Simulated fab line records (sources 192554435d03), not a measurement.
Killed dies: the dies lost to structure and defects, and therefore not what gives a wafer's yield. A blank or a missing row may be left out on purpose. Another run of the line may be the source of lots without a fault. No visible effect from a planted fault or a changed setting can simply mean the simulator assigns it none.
fab line records | flow n5_finfet
[record] lots = 6 wafers = 18 last_day = 16
route steps=1938 shown BEOL_M15@1782
lots with no fault: from the same line, run without faults
start_h: hours from the record's opening day to when the first of the lot's shown wafers began | wait_h: time in hours since the lot's previous step | " same as the row above | L1.1+2: a single row standing in for several wafers | - either no value or no given start | * or withheld: withheld | < > ~ a bound
route shown NAME@n: NAME is a module with steps in the file, n the number in the route of the first one | usual: the fault-free wafers' mean and standard deviation | same: alike in all rows | chamber/n: place in a boat | sites: per-site readings | _std_site: standard deviation of those values | _edge_site: the outer-site mean with the inner-site mean subtracted | radius_mm: for every site, how far away it sits from the centre of the wafer | mask NAME#n: copy n | behind: tool/chamber where the wafer was last shaped | hold: the reason the lot was held/the length of the hold in hours/how it ended | device: the n, p or np transistor that did not switch | end of line: tests run on the same wafers once the route is complete | a step without rows: its recipe alone | killed: not the wafer's yield, but the dies lost to structure and defects at the first sort | map: a wafer's dies, marking killed ones x, the rest . and places with no die _
set.NAME: the run value of the setting; set.NAME@STEP: its run value at that earlier step | model.NAME: the simulator's own value behind a step, which no gauge read
lots at selected steps of the route; one table per step, one row per wafer
services: the hour from which a tool's chamber was out of use, counted from the record's first day as start_h (under 0 if before that day), plus the number of hours and why
[[steps]]
[step N5_BEOL_M15_HARDBAKE_14]
[recipe] temp_c = 130 time_s = 120
[step N5_BEOL_M15_CD_MEAS_10]
[recipe] target_cd_nm = 360 landing_energy_ev = 500 detector = se_inlens polarity = opening
[usual] cd_nm = 360.2/1.2
[same] landing_energy_ev = 500
// columns lot.wafer tool chamber start_h wait_h cd_nm
L615.2 cd_sem-01 0 269.73 - 359.1
L615.3 " 0 " " 360.1
L615.6 " 0 " " 358.9
L616.2 cd_sem-03 0 277.08 - 361.0
L616.3 " 0 " " 361.7
L616.4 " 0 " " 361.0
L624.3 cd_sem-02 0 334.53 - 359.9
L624.4 " 0 " " 360.2
L624.6 " 0 " " 361.4
L626.2 cd_sem-02 0 338.67 - 360.5
L626.3 " 0 " " 360.4
L626.6 " 0 " " 359.4
L627.2 cd_sem-02 0 369.96 - 360.4
L627.3 " 0 " " 361.5
L627.4 " 0 " " 358.9
L630.2 cd_sem-03 0 370.61 - 360.5
L630.3 " 0 " " 361.1
L630.6 " 0 " " 361.2
[step N5_BEOL_M15_OVL_MEAS_11]
[recipe] points_per_wafer = 44
[usual] V14_OVL = 0/6.6
// columns lot.wafer tool chamber start_h wait_h V14_OVL[nm]
L615.2 overlay-01 0 269.76 0.0 11
L615.3 " 0 " " 2
L615.6 " 0 " " -2
L616.2 overlay-02 0 277.11 0.0 8
L616.3 " 0 " " 11
L616.4 " 0 " " 11
L624.3 overlay-01 0 334.56 0.0 0
L624.4 " 0 " " 4
L624.6 " 0 " " 5
L626.2 overlay-01 0 338.70 0.0 -1
L626.3 " 0 " " -4
L626.6 " 0 " " -1
L627.2 overlay-02 0 369.99 0.0 -5
L627.3 " 0 " " -2
L627.4 " 0 " " -3
L630.2 overlay-02 0 370.64 0.0 -1
L630.3 " 0 " " 10
L630.6 " 0 " " 0
[step N5_BEOL_M15_INSPECT_12]
[recipe] mode = adi inspect_instrument = macro
[usual] raw_defect_count = 2.0/1.3
// columns lot.wafer tool chamber start_h wait_h raw_defect_count
L615.2 defect_inspect-01 - 269.79 0.0 0
L615.3 " - " " 0
L615.6 " - " " 0
L616.2 defect_inspect-01 - 277.13 0.0 3
L616.3 " - " " 2
L616.4 " - " " 3
L624.3 defect_inspect-02 - 334.59 0.0 0
L624.4 " - " " 2
L624.6 " - " " 0
L626.2 defect_inspect-02 - 338.72 0.0 1
L626.3 " - " " 0
L626.6 " - " " 4
L627.2 defect_inspect-02 - 370.01 0.0 4
L627.3 " - " " 1
L627.4 " - " " 1
L630.2 defect_inspect-01 - 370.66 0.0 1
L630.3 " - " " 1
L630.6 " - " " 2
[step N5_BEOL_M15_DESCUM_15]
[recipe] chemistry = O2 time_s = 7.9 source_power_w = 50 bias_power_w = 20 pressure_mtorr = 20 rf_frequency_hz = 2.712e+07 temp_c = 40 o2_flow_sccm = 225
[usual] chamber_pressure_mTorr = 19.998/0.019 drypump_motor_current_A = 5.49/0.26 oes_product_au = 0.80/0.1 rf_fwd_power_W = 49.46/0.19 rf_vpp_V = 242.4/1.5 showerhead_plenum_p_Torr = 2.05/0.078 temp_c = 40.00/0.11 throttle_valve_pct = 20.39/0.3
// columns lot.wafer tool chamber start_h wait_h chamber_pressure_mTorr drypump_motor_current_A oes_product_au rf_fwd_power_W rf_hours_counter_h rf_vpp_V showerhead_plenum_p_Torr temp_c throttle_valve_pct
L615.2 rie_diel-03 0 269.82 0.0 20.026 5.57 0.70 49.40 228 242.6 2.06 40.10 20.30
L615.3 " 1 " " 19.989 5.23 0.75 49.56 162 239.9 1.92 39.86 20.16
L615.6 " 3 " " 20.019 5.70 0.69 49.49 - 243.1 2.06 39.79 20.77
L616.2 rie_diel-03 1 277.25 0.1 19.984 5.22 0.76 49.52 166 239.8 1.91 39.94 20.18
L616.3 " 2 " " 19.998 5.31 0.72 49.64 196 242.6 2.08 39.77 20.98
L616.4 " 2 " " 19.973 5.32 0.72 49.51 - 242.7 2.08 39.88 20.97
L624.3 rie_diel-01 3 334.73 0.1 19.979 5.68 0.73 49.58 178 241.5 2.00 40.00 20.14
L624.4 " 2 " " 19.988 5.68 0.99 49.71 - 241.0 2.06 39.68 20.26
L624.6 " 3 " " 19.974 5.66 0.73 49.58 - 241.2 2.00 39.84 20.13
L626.2 rie_diel-01 3 338.75 0.0 20.027 5.67 0.72 49.36 179 240.3 1.99 39.82 20.14
L626.3 " 2 " " 19.994 5.67 0.97 49.45 3 243.0 2.06 39.94 20.24
L626.6 " 2 " " 20.007 5.67 0.98 49.84 - 242.6 2.06 40.01 20.25
L627.2 rie_diel-03 3 370.05 0.0 19.972 5.69 0.89 49.48 28 242.2 2.05 39.88 20.46
L627.3 " 2 " " 19.982 5.31 0.69 49.45 227 243.7 2.07 40.13 21.00
L627.4 " 3 " " 19.974 5.71 0.89 49.49 - 241.4 2.05 40.00 20.44
L630.2 rie_diel-01 2 370.70 0.0 20.020 5.67 0.92 49.48 15 243.5 2.05 40.08 20.29
L630.3 " 3 " " 19.996 5.65 0.72 49.71 191 241.2 1.99 39.85 20.16
L630.6 " 3 " " 19.991 5.64 0.72 49.44 - 241.3 1.99 40.00 20.15
[step N5_BEOL_M15_ETCH_59]
[recipe] chemistry = N2/H2 target = BARC target_depth_a = 890 overetch_a = 267 time_s = 67.9 ion_energy_ev = 200 pressure_mtorr = 30 source_w = 840 bias_w = 150 n2_flow_sccm = 200 h2_flow_sccm = 200
[step N5_BEOL_M15_VIA_ETCH_16]
[recipe] chemistry = C4F8/O2/Ar target = SiO2 he_inner_torr = 15 he_outer_torr = 30 target_depth_a = 17922 time_s = withheld ion_energy_ev = 800 pressure_mtorr = 20 source_w = 1905 bias_w = 2040 Ar_flow_sccm = 400 C4F8_flow_sccm = 16 O2_flow_sccm = 12 ends = cleared
[usual] C4F8_flow_sccm = 16.00/0.046 chamber_pressure_mTorr = 19.996/0.017 drypump_motor_current_A = 5.49/0.26 oes_f_703_au = 0.80/0.096 oes_product_au = 0.72/0.091 rf_fwd_power_W = 1902/5.7 rf_vpp_V = 2220/23 showerhead_plenum_p_Torr = 3.38/0.11 throttle_valve_pct = 30.8/0.32
// columns lot.wafer tool chamber start_h wait_h C4F8_flow_sccm chamber_pressure_mTorr drypump_motor_current_A oes_f_703_au oes_product_au rf_fwd_power_W rf_vpp_V showerhead_plenum_p_Torr throttle_valve_pct
L615.2 rie_diel-03 0 269.91 0.0 15.94 20.006 5.60 0.72 0.64 1902 2177 3.40 30.6
L615.3 " 1 " " 15.99 20.012 5.21 0.75 0.68 1906 2201 3.19 30.7
L615.6 " 3 " " 16.07 19.984 5.70 0.70 0.62 1893 2229 3.38 31.1
L616.2 rie_diel-03 1 277.34 0.0 16.02 20.025 5.22 0.74 0.68 1901 2201 3.18 30.6
L616.3 " 2 " " 15.96 19.982 5.28 0.72 0.65 1901 2242 3.43 31.5
L616.4 " 2 " " 16.04 19.990 5.28 0.72 0.64 1900 2242 3.43 31.5
L624.3 rie_diel-01 3 334.82 0.0 15.95 19.992 5.68 0.72 0.66 1897 2208 3.31 30.7
L624.4 " 2 " " 15.97 19.987 5.70 0.96 0.89 1896 2242 3.39 30.8
L624.6 " 3 " " 15.94 19.985 5.68 0.73 0.65 1896 2209 3.31 30.7
L626.2 rie_diel-01 3 338.84 0.0 16.02 20.001 5.66 0.72 0.65 1903 2209 3.31 30.7
L626.3 " 2 " " 15.99 19.999 5.69 0.95 0.87 1911 2242 3.39 30.8
L626.6 " 2 " " 16.01 19.987 5.68 0.95 0.87 1907 2242 3.39 30.8
L627.2 rie_diel-03 3 370.13 0.0 16.08 19.994 5.71 0.88 0.80 1897 2227 3.36 30.9
L627.3 " 2 " " 16.02 20.022 5.33 0.70 0.63 1911 2241 3.41 31.5
L627.4 " 3 " " 15.99 19.985 5.73 0.90 0.80 1901 2226 3.36 30.9
L630.2 rie_diel-01 2 370.78 0.0 16.08 20.008 5.69 0.91 0.84 1898 2241 3.38 30.8
L630.3 " 3 " " 16.01 19.978 5.66 0.71 0.64 1907 2209 3.31 30.7
L630.6 " 3 " " 16.06 19.973 5.67 0.71 0.65 1909 2208 3.31 30.7
[step N5_BEOL_M15_STRIP_63]
[recipe] chemistry = O2 power_w = 600 temp_c = 60 pressure_mtorr = 30 rf_frequency_hz = 6e+07 bias_power_w = 0 overash_fraction = 0.3 o2_flow_sccm = 225
[usual] chamber_pressure_mTorr = 30.00/0.042 drypump_motor_current_A = 5.48/0.26 oes_product_au = 0.80/0.1 rf_vpp_V = 3.6/0.76 showerhead_plenum_p_Torr = 2.06/0.078 temp_c = 59.99/0.099 throttle_valve_pct = 16.64/0.29
// columns lot.wafer tool chamber start_h wait_h chamber_pressure_mTorr drypump_motor_current_A oes_product_au rf_hours_counter_h rf_vpp_V showerhead_plenum_p_Torr temp_c throttle_valve_pct
L615.2 rie_diel-03 0 - - 29.97 5.55 0.70 229 4.4 2.07 60.05 16.62
L615.3 " 1 " " 29.96 5.22 0.75 163 2.8 1.92 59.95 16.45
L615.6 " 3 " " 30.04 5.69 0.68 - 4.6 2.07 60.05 17.03
L616.2 rie_diel-03 1 - - 29.97 5.21 0.76 166 4.0 1.92 59.90 16.47
L616.3 " 2 " " 29.98 5.28 0.71 196 2.0 2.08 59.89 17.20
L616.4 " 2 " " 29.98 5.33 0.72 - 3.9 2.08 59.77 17.22
L624.3 rie_diel-01 3 - - 29.95 5.66 0.72 178 3.9 2.00 60.08 16.44
L624.4 " 2 " " 30.00 5.69 1.00 - 4.0 2.06 60.20 16.47
L624.6 " 3 " " 30.02 5.65 0.72 - 4.1 2.00 59.94 16.43
L626.2 rie_diel-01 3 - - 29.95 5.67 0.72 180 2.5 2.00 60.26 16.43
L626.3 " 2 " " 29.98 5.68 0.99 3 3.6 2.06 60.10 16.44
L626.6 " 2 " " 30.04 5.67 0.97 - 5.6 2.06 60.01 16.46
L627.2 rie_diel-03 3 - - 29.96 5.71 0.89 28 2.5 2.06 60.03 16.61
L627.3 " 2 " " 30.03 5.31 0.69 227 3.1 2.07 59.97 17.24
L627.4 " 3 " " 30.07 5.68 0.90 - 2.7 2.06 59.89 16.61
L630.2 rie_diel-01 2 - - 29.96 5.67 0.93 15 3.7 2.06 59.95 16.48
L630.3 " 3 " " 30.02 5.68 0.72 191 4.5 1.99 60.05 16.45
L630.6 " 3 " " 29.98 5.68 0.70 - 5.0 1.99 59.97 16.45
[step N5_BEOL_M15_STRIP_64]
[recipe] chemistry = O2 power_w = 600 temp_c = 60 pressure_mtorr = 30 rf_frequency_hz = 6e+07 bias_power_w = 0 overash_fraction = 0.3 o2_flow_sccm = 225
[usual] chamber_pressure_mTorr = 30.000/0.027 drypump_motor_current_A = 5.48/0.26 oes_product_au = 0.80/0.1 rf_vpp_V = 3.7/0.47 showerhead_plenum_p_Torr = 2.06/0.078 temp_c = 60.03/0.12 throttle_valve_pct = 16.64/0.29
// columns lot.wafer tool chamber start_h wait_h chamber_pressure_mTorr drypump_motor_current_A oes_product_au rf_hours_counter_h rf_vpp_V showerhead_plenum_p_Torr temp_c throttle_valve_pct
L615.2 rie_diel-03 0 - - 29.989 5.55 0.70 229 3.4 2.07 60.09 16.61
L615.3 " 1 " " 30.007 5.23 0.76 163 3.5 1.92 60.05 16.47
L615.6 " 3 " " 30.007 5.70 0.68 - 3.5 2.07 59.97 17.04
L616.2 rie_diel-03 1 - - 30.020 5.20 0.76 166 3.7 1.92 60.02 16.45
L616.3 " 2 " " 29.977 5.26 0.72 196 3.4 2.08 59.98 17.19
L616.4 " 2 " " 29.962 5.31 0.72 - 3.4 2.08 60.06 17.18
L624.3 rie_diel-01 3 - - 30.020 5.66 0.72 178 4.5 2.00 60.17 16.43
L624.4 " 2 " " 29.989 5.69 0.98 - 3.6 2.06 59.99 16.46
L624.6 " 3 " " 30.013 5.66 0.72 - 4.5 2.00 59.99 16.44
L626.2 rie_diel-01 3 - - 30.028 5.64 0.72 180 3.5 2.00 60.16 16.44
L626.3 " 2 " " 30.004 5.67 0.97 3 3.6 2.06 60.04 16.46
L626.6 " 2 " " 30.032 5.67 0.97 - 4.1 2.06 59.88 16.47
L627.2 rie_diel-03 3 - - 29.991 5.73 0.89 28 3.6 2.06 60.00 16.61
L627.3 " 2 " " 30.000 5.25 0.69 227 3.7 2.07 59.89 17.24
L627.4 " 3 " " 29.996 5.72 0.90 - 4.1 2.06 60.24 16.62
L630.2 rie_diel-01 2 - - 30.011 5.69 0.93 15 3.0 2.06 60.06 16.48
L630.3 " 3 " " 30.048 5.67 0.71 191 4.0 1.99 59.93 16.44
L630.6 " 3 " " 30.008 5.65 0.72 - 4.1 1.99 60.05 16.45
[step N5_BEOL_M15_STRIP_65]
[recipe] chemistry = post_etch_residue_remover time_s = 60 temp_c = 25 remover_ph = withheld remover_water_wt_pct = withheld remover_fluoride_wt_pct = withheld
[step N5_BEOL_M15_SRD_66]
[recipe] time_s = 30 temp_c = 23 rinse_liquid = diw dry = n2_spin spin_rpm = 1500 dry_time_s = 30
[step N5_BEOL_M15_CD_MEAS_17]
[recipe] target_cd_nm = 360 polarity = opening
[usual] cd_nm = 361.2/1.6
// columns lot.wafer tool chamber start_h wait_h cd_nm
L615.2 cd_sem-01 - 270.32 0.0 359.8
L615.3 " - " " 360.8
L615.6 " - " " 358.7
L616.2 cd_sem-02 - 277.75 0.0 360.7
L616.3 " - " " 361.2
L616.4 " - " " 361.2
L624.3 cd_sem-02 - 335.23 0.0 359.7
L624.4 " - " " 362.0
L624.6 " - " " 362.5
L626.2 cd_sem-01 - 339.25 0.0 361.0
L626.3 " - " " 361.7
L626.6 " - " " 360.9
L627.2 cd_sem-01 - 370.54 0.0 361.0
L627.3 " - " " 362.0
L627.4 " - " " 359.6
L630.2 cd_sem-03 - 371.20 0.0 358.9
L630.3 " - " " 359.0
L630.6 " - " " 359.8
[step N5_BEOL_M15_COAT_56]
[recipe] resist = SOC temp_c = 250 time_s = 60 spin_rpm = 1500 resist_thk_nm = 550
[usual] dispense_pressure_kPa = 51/3.2 heater_power_total_W = 500.5/1.6 spin_speed_rpm = 1500.2/1
// columns lot.wafer tool chamber start_h wait_h dispense_pressure_kPa heater_power_total_W spin_speed_rpm model.SOC_of_BEOL_M15_COAT_56.thk_nm
L615.2 litho_track-04 0 270.36 0.0 49 499.4 1499.7 549.4
L615.3 " 0 " " 49 502.1 1499.6 549.6
L615.6 " 0 " " 49 498.2 1499.8 548.8
L616.2 litho_track-02 0 277.79 0.0 49 503.2 1499.2 552.8
L616.3 " 0 " " 49 499.8 1500.9 552.6
L616.4 " 0 " " 49 498.3 1500.1 551.6
L624.3 litho_track-04 0 335.28 0.0 49 498.4 1287.6 592.8
L624.4 " 0 " " 49 500.8 1286.8 593.4
L624.6 " 0 " " 49 500.3 1286.5 595.8
L626.2 litho_track-04 0 339.29 0.0 49 500.3 1286.3 596.4
L626.3 " 0 " " 49 498.2 1286.3 596.6
L626.6 " 0 " " 49 501.7 1286.3 596.4
L627.2 litho_track-03 0 370.58 0.0 56 500.5 1499.7 547
L627.3 " 0 " " 56 501.1 1499.1 548.4
L627.4 " 0 " " 56 500.1 1499.4 546.4
L630.2 litho_track-03 0 371.24 0.0 56 501.3 1498.0 549.4
L630.3 " 0 " " 56 502.8 1498.3 551
L630.6 " 0 " " 56 499.4 1498.6 551.6
[step N5_BEOL_M15_ETCH_57]
[recipe] chemistry = N2/H2 target = SOC source_w = 3000 bias_w = 350 time_s = 750 ion_energy_ev = 200 pressure_mtorr = 30 n2_flow_sccm = 200 h2_flow_sccm = 200
[usual] chamber_pressure_mTorr = 30.00/0.03 drypump_motor_current_A = 5.54/0.28 n2_flow_sccm = 200.0/0.59 oes_product_au = 0.79/0.092 rf_fwd_power_W = 2998/9.3 rf_vpp_V = 523.3/2.8 showerhead_plenum_p_Torr = 2.52/0.096 throttle_valve_pct = 17.74/0.25
// columns lot.wafer tool chamber start_h wait_h chamber_pressure_mTorr drypump_motor_current_A n2_flow_sccm oes_product_au rf_fwd_power_W rf_hours_counter_h rf_vpp_V showerhead_plenum_p_Torr throttle_valve_pct
L615.2 rie_diel-03 3 270.51 - 30.02 5.70 199.3 0.67 3019 249 522.6 2.51 18.14
L615.3 " 0 " " 29.96 5.57 198.8 0.70 3003 229 523.2 2.50 17.58
L615.6 " 1 " " 29.97 5.23 199.5 0.75 2994 - 519.2 2.33 17.45
L616.2 rie_diel-01 2 277.85 - 30.02 5.70 200.0 0.69 2998 243 520.7 2.51 18.02
L616.3 " 1 " " 29.96 5.60 200.7 0.69 2991 242 525.7 2.62 17.92
L616.4 " 1 " " 30.02 5.60 200.1 0.68 2977 - 526.3 2.62 17.94
L624.3 rie_diel-03 0 335.38 - 30.01 5.60 199.5 0.69 2999 249 522.6 2.49 17.62
L624.4 " 1 " " 30.05 5.25 199.5 0.74 3016 183 517.8 2.32 17.52
L624.6 " 0 " " 30.02 5.59 199.1 0.69 3006 - 523.8 2.49 17.61
L626.2 rie_diel-01 2 339.43 - 30.02 5.69 201.2 0.97 2983 4 522.0 2.50 17.61
L626.3 " 3 " " 29.98 5.69 200.9 0.73 3004 180 520.9 2.44 17.68
L626.6 " 3 " " 30.05 5.66 200.7 0.72 2999 - 521.0 2.44 17.70
L627.2 rie_diel-03 3 370.64 - 30.01 5.71 199.6 0.88 3001 29 522.2 2.49 17.76
L627.3 " 1 " " 30.03 5.23 201.5 0.72 2983 197 517.3 2.31 17.51
L627.4 " 1 " " 30.02 5.20 201.1 0.72 2993 - 516.3 2.31 17.51
L630.2 rie_diel-06 0 371.30 - 29.94 5.44 201.5 0.81 3003 110 523.7 2.56 17.50
L630.3 " 1 " " 29.94 5.98 199.8 0.82 3011 87 524.4 2.57 17.65
L630.6 " 0 " " 30.00 5.49 200.8 0.81 2990 - 525.2 2.56 17.52
[[services]]
// columns tool chamber start_h hours kind
rie_diel-06 2 269.26 3.9 repair
rie_diel-03 3 274.20 - clean
rie_diel-03 3 274.20 - consumable_replace:focus_ring
rie_diel-03 3 274.20 15.2 scheduled_down
rie_diel-03 3 274.20 15.2 vent_cycle
rie_diel-01 0 275.92 17.7 repair
rie_diel-01 2 304.47 - clean
rie_diel-01 2 304.47 - consumable_replace:focus_ring
rie_diel-01 2 304.47 25.8 scheduled_down
rie_diel-01 2 304.47 25.8 vent_cycle
rie_diel-06 3 313.37 - clean
rie_diel-01 1 330.27 - clean
rie_diel-01 1 330.27 - consumable_replace:focus_ring
rie_diel-01 1 330.27 16.7 scheduled_down
rie_diel-01 1 330.27 16.7 vent_cycle
rie_diel-03 0 338.53 - clean
rie_diel-03 0 338.53 - consumable_replace:focus_ring
rie_diel-03 0 338.53 20.6 scheduled_down
rie_diel-03 0 338.53 20.6 vent_cycle
rie_diel-03 - 339.99 0.7 repair
rie_diel-06 0 356.11 2.4 repair
rie_diel-01 0 358.70 5.0 repair
rie_diel-03 0 364.52 16.1 repair
rie_diel-01 0 367.00 3.0 repair
[[key]]
[first_sign] step = N5_BEOL_M15_COAT_56 reading = spin_speed_rpm direction = down sigmas = 99+ usual = * struck = *
effect none on later readings
[model_effect] step = N5_BEOL_M15_COAT_56 value = SOC_of_BEOL_M15_COAT_56.thk_nm without = 551.3 struck = 595.2
met_at N5_BEOL_M15_COAT_56
struck_wafers L624.3,L624.4,L624.6,L626.2,L626.3,L626.6
onset_between 270.36 335.28
[fault] kind = process_parameter_drift tool = litho_track-04 chamber = - onset_h = 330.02 steps = N5_BEOL_M15_COAT_56 channel = spin_rpm offset = * shape = step end_h = 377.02 acts_in = * stated = *
